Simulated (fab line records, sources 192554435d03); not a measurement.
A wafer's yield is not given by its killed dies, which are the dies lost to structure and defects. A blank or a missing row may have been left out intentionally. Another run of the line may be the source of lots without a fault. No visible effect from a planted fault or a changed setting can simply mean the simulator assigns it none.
Chamber matching :: flow n5 finfet :: 3 sister chambers for N5_BEOL_M7_CURE_75 on uv cure-01
The step cures SiCOH lowk, time 120 s. 22 wafers are shown with their chamber, then 11 later ones without.

## WAFERS WITH THEIR CHAMBER
wafer: L075.1
chamber: 0
wafer_temp_C_max: 372.0
lamp power pct (%): 52.38

wafer: L075.2
chamber: 0
wafer_temp_C_max: 371.7
lamp power pct (%): 52.28

wafer: L075.3
chamber: 0
wafer_temp_C_max: 372.0
lamp power pct (%): 52.36

wafer: L080.1
chamber: 2
wafer_temp_C_max: 371.8
lamp power pct (%): 52.31

wafer: L080.4
chamber: 2
wafer_temp_C_max: 371.4
lamp power pct (%): 52.29

wafer: L080.5
chamber: 2
wafer_temp_C_max: 371.2
lamp power pct (%): 52.35

wafer: L085.1
chamber: 2
wafer_temp_C_max: 371.6
lamp power pct (%): 52.35

wafer: L085.2
chamber: 2
wafer_temp_C_max: 371.9
lamp power pct (%): 52.34

wafer: L085.3
chamber: 2
wafer_temp_C_max: 371.4
lamp power pct (%): 52.32

wafer: L085.4
chamber: 2
wafer_temp_C_max: 371.5
lamp power pct (%): 52.36

wafer: L085.5
chamber: 2
wafer_temp_C_max: 371.7
lamp power pct (%): 52.37

wafer: L085.6
chamber: 2
wafer_temp_C_max: 372.0
lamp power pct (%): 52.39

wafer: L083.2
chamber: 1
wafer_temp_C_max: 371.3
lamp power pct (%): 52.27

wafer: L083.5
chamber: 1
wafer_temp_C_max: 372.3
lamp power pct (%): 52.32

wafer: L083.6
chamber: 1
wafer_temp_C_max: 371.3
lamp power pct (%): 52.29

wafer: L088.2
chamber: 2
wafer_temp_C_max: 371.3
lamp power pct (%): 52.31

wafer: L088.4
chamber: 2
wafer_temp_C_max: 371.7
lamp power pct (%): 52.26

wafer: L088.6
chamber: 2
wafer_temp_C_max: 371.1
lamp power pct (%): 52.27

wafer: L091.1
chamber: 0
wafer_temp_C_max: 372.4
lamp power pct (%): 52.35

wafer: L091.4
chamber: 0
wafer_temp_C_max: 372.1
lamp power pct (%): 52.24

wafer: L091.6
chamber: 0
wafer_temp_C_max: 371.5
lamp power pct (%): 52.33

wafer: L089.2
chamber: 0
wafer_temp_C_max: 372.0
lamp power pct (%): 52.32

SIGNATURES (averages over the wafers above)
reading: wafer_temp_C_max
chamber 0: 371.957
chamber 1: 371.633
chamber 2: 371.550
scatter within a chamber: 0.327

reading: lamp power pct
chamber 0: 52.3229
chamber 1: 52.2933
chamber 2: 52.3267
scatter within a chamber: 0.0418
Rule: distance of a wafer from a chamber = root of the sum over the readings of ((wafer's reading minus chamber's mean) / reading's scatter) squared. The wafer belongs to the nearest chamber; if the next one is less than 2 further off, it can't be placed. How the scatter is found: for the shown wafers, subtract from each reading the mean of its chamber, square and add these, divide the total by (wafers less chambers), then take the root.

## WAFERS WHOSE CHAMBER IS MISSING
wafer: L089.3
wafer_temp_C_max: 371.6
lamp power pct (%): 52.23

wafer: L089.6
wafer_temp_C_max: 371.9
lamp power pct (%): 52.33

wafer: L092.3
wafer_temp_C_max: 371.9
lamp power pct (%): 52.45

wafer: L092.4
wafer_temp_C_max: 372.0
lamp power pct (%): 52.34

wafer: L092.6
wafer_temp_C_max: 371.5
lamp power pct (%): 52.35

wafer: L093.1
wafer_temp_C_max: 372.1
lamp power pct (%): 52.23

wafer: L093.3
wafer_temp_C_max: 371.9
lamp power pct (%): 52.25

wafer: L093.4
wafer_temp_C_max: 371.7
lamp power pct (%): 52.20

wafer: L097.1
wafer_temp_C_max: 370.9
lamp power pct (%): 52.41

wafer: L097.2
wafer_temp_C_max: 371.4
lamp power pct (%): 52.34

wafer: L097.4
wafer_temp_C_max: 371.1
lamp power pct (%): 52.27

## THE CHAMBER EACH PASSED THROUGH
wafer: L089.3
from the rows above: can't be placed: 1 or 2 or 0
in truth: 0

wafer: L089.6
from the rows above: can't be placed: 0 or 2 or 1
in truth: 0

wafer: L092.3
from the rows above: can't be placed: 0 or 2 or 1
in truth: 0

wafer: L092.4
from the rows above: can't be placed: 0 or 2 or 1
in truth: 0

wafer: L092.6
from the rows above: can't be placed: 2 or 1 or 0
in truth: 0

wafer: L093.1
from the rows above: can't be placed: 1 or 0 or 2
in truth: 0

wafer: L093.3
from the rows above: can't be placed: 1 or 0 or 2
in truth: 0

wafer: L093.4
from the rows above: can't be placed: 1 or 0 or 2
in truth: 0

wafer: L097.1
from the rows above: can't be placed: 2 or 1 or 0
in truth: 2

wafer: L097.2
from the rows above: can't be placed: 2 or 1 or 0
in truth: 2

wafer: L097.4
from the rows above: can't be placed: 1 or 2 or 0
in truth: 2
Correctly placed: 0 of 11. Can't be placed from these rows: 11 (the true chamber is among the candidates in 11). 0 placed wrongly.
